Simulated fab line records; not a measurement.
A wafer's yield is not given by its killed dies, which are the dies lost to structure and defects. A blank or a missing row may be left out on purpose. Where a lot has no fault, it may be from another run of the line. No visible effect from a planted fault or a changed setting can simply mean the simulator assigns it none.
Chamber matching | flow n5 finfet | N5_FIN_CUT_CUT_ETCH_15 on rie si-05 has 4 sister chambers
The step etches Si in HBr/Cl2/O2, target depth 100 nm, bt time 10 s, time 42.4 s. 14 wafers are shown with their chamber, then 7 later ones without.

## WAFERS, EACH WITH ITS CHAMBER
wafer  | chamber | throttle valve pct (%) | drypump motor current A (A) | oes product au (a.u.)
L074.2 | 1       | 37.70                  | 5.6                         | 0.994
L074.3 | 0       | 37.54                  | 6.3                         | 0.993
L074.4 | 3       | 36.97                  | 5.7                         | 0.994
L075.2 | 2       | 37.01                  | 5.5                         | 0.990
L075.4 | 0       | 37.53                  | 6.3                         | 0.985
L075.5 | 1       | 37.68                  | 5.5                         | 0.995
L076.1 | 0       | 37.54                  | 6.3                         | 0.990
L076.3 | 3       | 36.97                  | 5.6                         | 0.992
L076.4 | 1       | 37.69                  | 5.6                         | 0.994
L080.1 | 2       | 37.03                  | 5.5                         | 0.985
L080.2 | 3       | 36.97                  | 5.6                         | 0.992
L080.4 | 0       | 37.52                  | 6.3                         | 0.989
L087.2 | 3       | 36.97                  | 5.6                         | 1.003
L087.4 | 1       | 37.69                  | 5.5                         | 0.999

SIGNATURES, as means of the wafers listed above
reading                 | chamber 0 | chamber 1 | chamber 2 | chamber 3 | scatter within a chamber
throttle valve pct      | 37.5325   | 37.6900   | 37.0200   | 36.9700   | 0.00822
drypump motor current A | 6.300     | 5.550     | 5.500     | 5.625     | 0.0418
oes product au          | 0.98925   | 0.99550   | 0.98750   | 0.99525   | 0.00381
Rule: distance of a wafer from a chamber = root of the sum over the readings of ((wafer's reading minus chamber's mean) / reading's scatter) squared. The wafer belongs to the nearest chamber; if the next one is less than 2 further off, it can't be placed. The scatter: take each reading less its chamber's mean, square it, sum over the shown wafers, divide by the number of wafers less the number of chambers, and take the root.

## WAFERS WHOSE CHAMBER IS MISSING
wafer  | throttle valve pct (%) | drypump motor current A (A) | oes product au (a.u.)
L087.6 | 37.03                  | 5.5                         | 0.995
L089.1 | 37.52                  | 6.3                         | 0.994
L089.5 | 37.69                  | 5.5                         | 0.993
L089.6 | 37.52                  | 6.3                         | 0.995
L095.1 | 36.99                  | 5.6                         | 1.002
L095.3 | 37.70                  | 5.6                         | 0.997
L095.4 | 37.02                  | 5.5                         | 0.994

## WHICH CHAMBER EACH WENT THROUGH
wafer  | from the rows above | in truth
L087.6 | 2                   | 2
L089.1 | 0                   | 0
L089.5 | 1                   | 1
L089.6 | 0                   | 0
L095.1 | 3                   | 3
L095.3 | 1                   | 1
L095.4 | 2                   | 2
Correct placement for 7 of the 7. From these rows, 0 cannot be placed. 0 placed wrongly.
